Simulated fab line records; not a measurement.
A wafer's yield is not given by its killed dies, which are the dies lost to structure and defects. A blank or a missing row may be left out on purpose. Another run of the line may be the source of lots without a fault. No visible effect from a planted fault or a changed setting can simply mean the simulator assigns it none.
Split-lot trial + flow n5-finfet + 7 lots, 21 wafers read, on a route of 1938 steps

== ON THE SPLIT ==
At N5_MOL_CONTACT_COAG_EXPOSE_81 (exposes mask VG, defocus 0 nm), the setting dose-mj was moved away from the recipe's 59.5 on 6 of the 21 wafers read, by +2.7% to +7.4%. All remaining wafers had this setting at the recipe value.

== FROM THE SPLIT TO THE READING: what the file shows between them, 8 steps ==
- N5_MOL_CONTACT_COAG_PEB_82: peb time 60 s
- N5_MOL_CONTACT_COAG_DEVELOP_83: develop time 30 s
- N5_MOL_CONTACT_COAG_CD_MEAS_84: target cd 25.1 nm
- N5_MOL_CONTACT_COAG_ETCH_91: etches SOC in N2/H2, target depth 60 nm, overetch 21 nm, time 101.2 s (also split here: time-s)
- N5_MOL_CONTACT_COAG_STRIP_92: strips in N2/H2
- N5_MOL_CONTACT_COAG_STRIP_93: strips in N2/H2
- N5_MOL_CONTACT_COAG_PRECLEAN_144: cleans in alkaline clean, time 60 s
- N5_MOL_CONTACT_COAG_SRD_145: time 30 s

== THE READING ==
Shown in nm: cd-nm at N5_MOL_CONTACT_COAG_CD_MEAS_137, with target cd 16 nm. A value of 15.87 nm with a standard deviation of 0.28 nm is what fault-free wafers of this fab line usually give.

| wafer  | tool, chamber at the split | dose-mj as run | against the recipe | cd-nm, nm | against lot-mates on the recipe |
|--------|----------------------------|----------------|--------------------|-----------|---------------------------------|
| L074.2 | euv-scanner-02, 0          | 61.13          | +2.7%              | 16.54     | +1.07                           |
| L074.3 | euv-scanner-02, 0          | 59.5           | recipe             | 15.47     | -                               |
| L074.5 | euv-scanner-02, 0          | 61.13          | +2.7%              | 16.76     | +1.29                           |
| L078.3 | euv-scanner-02, 0          | 63.07          | +6.0%              | 17.03     | +0.73                           |
| L078.5 | euv-scanner-02, 0          | 59.5           | recipe             | 16.30     | -                               |
| L078.6 | euv-scanner-02, 0          | 59.5           | recipe             | 16.29     | -                               |
| L082.3 | euv-scanner-01, 0          | 63.88          | +7.4%              | 17.25     | +1.62                           |
| L082.5 | euv-scanner-01, 0          | 63.88          | +7.4%              | 17.14     | +1.51                           |
| L082.6 | euv-scanner-01, 0          | 59.5           | recipe             | 15.63     | -                               |
| L085.1 | euv-scanner-02, 0          | 59.5           | recipe             | 16.02     | -                               |
| L085.2 | euv-scanner-02, 0          | 59.5           | recipe             | 15.56     | -                               |
| L085.6 | euv-scanner-02, 0          | 61.7           | +3.7%              | 16.92     | +1.13                           |
| L090.2 | euv-scanner-02, 0          | 59.5           | recipe             | 16.24     | -                               |
| L090.4 | euv-scanner-02, 0          | 59.5           | recipe             | 15.61     | -                               |
| L090.5 | euv-scanner-02, 0          | 59.5           | recipe             | 16.22     | -                               |
| L091.2 | euv-scanner-02, 0          | 59.5           | recipe             | 15.95     | -                               |
| L091.3 | euv-scanner-02, 0          | 59.5           | recipe             | 15.69     | -                               |
| L091.5 | euv-scanner-02, 0          | 59.5           | recipe             | 15.85     | -                               |
| L094.3 | euv-scanner-02, 0          | 59.5           | recipe             | 15.97     | -                               |
| L094.4 | euv-scanner-02, 0          | 59.5           | recipe             | 15.95     | -                               |
| L094.5 | euv-scanner-02, 0          | 59.5           | recipe             | 15.56     | -                               |

THE FIT
A straight line over all 21 wafers: cd-nm changes by +0.192 nm for each +1% of dose-mj; r = +0.88; the points scatter about the line by 0.27 nm.
The same after taking each lot's own level away (the mean of its wafers on the recipe; 21 wafers): +0.212 nm for each +1%; r = +0.89; scatter 0.29 nm.
Per that fit: largest dose-mj move, reading shift of 1.6 nm.
Across the lots, their own levels run from 15.470 to 16.295 nm, a range of 2.9 times the standard deviation given above.
Hence the lot-to-lot level has little effect on the slope; both slopes agree.
Check: with one of the wafers moved furthest among these (+7.4%) left out of the fit, the line predicts +1.6 nm for it against its lot-mates. Against them it came out at +1.62 nm.

== OTHER SPLITS ON THESE WAFERS ==
These wafers also went through other splits before the reading. Each is held against what the fit with the lots' levels taken away leaves over:
| other split on the same wafers     | wafers away from the commonest value | r with cd-nm (lot level and that fit taken away) |
|------------------------------------|--------------------------------------|--------------------------------------------------|
| N5_SDB_ETCH_17 bias-w              | 6                                    | +0.03                                            |
| N5_HKMG_FIN_EXPOSE_46 dose-mj      | 6                                    | +0.06                                            |
| N5_HKMG_FIN_ETCH_55 bias-w         | 6                                    | -0.20                                            |
| N5_MOL_CONTACT_COAG_ALD_27 time-s  | 6                                    | +0.46                                            |
| N5_MOL_CONTACT_COAG_ETCH_91 time-s | 6                                    | +0.35                                            |

== THE WHOLE CHAIN: every reading that the file lists as answering this split, in the file's order ==
| step                            | what it does      | reading | change (the file's fit)               | r (the file's) |
|---------------------------------|-------------------|---------|---------------------------------------|----------------|
| N5_MOL_CONTACT_COAG_CD_MEAS_84  | target cd 25.1 nm | cd-nm   | +0.218 nm for each +1% of the setting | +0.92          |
| N5_MOL_CONTACT_COAG_CD_MEAS_137 | target cd 16 nm   | cd-nm   | +0.21 nm for each +1% of the setting  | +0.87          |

== FILE'S OWN FIT ==
cd-nm changes by +0.21 nm for each +1% of dose-mj, r = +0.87.
